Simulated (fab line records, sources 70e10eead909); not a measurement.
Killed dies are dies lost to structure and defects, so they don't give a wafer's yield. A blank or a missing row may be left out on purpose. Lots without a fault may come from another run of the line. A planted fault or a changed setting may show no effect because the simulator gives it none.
Chamber matching | flow nand_harc | NHARC_A_CONTACT_DESCUM_74 on rie_diel-07: 4 sister chambers
The step chemistry O2, time 3 s. 4 wafers are shown with their chamber, then 7 later ones without.

WAFERS WITH THEIR CHAMBER
wafer  | chamber | drypump_motor_current_A (A)
L444.6 | 2       | 6.7
L447.1 | 0       | 6.0
L451.3 | 1       | 6.1
L451.4 | 3       | 5.1

WAFERS WITHOUT THEIR CHAMBER
wafer  | drypump_motor_current_A (A)
L451.6 | 6.8
L454.2 | 6.8
L454.4 | 5.0
L454.6 | 6.1
L455.2 | 6.0
L455.3 | 5.1
L455.4 | 6.1

WHICH CHAMBER EACH WENT THROUGH
wafer  | from the rows above     | in truth
L451.6 | 2                       | 2
L454.2 | 2                       | 2
L454.4 | 3                       | 3
L454.6 | can't be placed: 1 or 0 | 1
L455.2 | can't be placed: 0 or 1 | 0
L455.3 | 3                       | 3
L455.4 | can't be placed: 1 or 0 | 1
Placed correctly: 4 of 7. Can't be placed from these rows: 3 (the true chamber is among the candidates in 3). Placed wrongly: 0.
How it was worked out, from the rows above alone: a wafer's distance from a chamber is the root of the sum, over the readings, of the square of ((its reading less the chamber's mean) divided by the reading's scatter). The wafer belongs to the nearest chamber; if the next one is less than 2 further off, it can't be placed. A chamber's mean is the mean of its shown wafers. The scatter: with one shown wafer a chamber, the root of the mean of the squares of how far each hidden wafer lies from its nearest shown one.
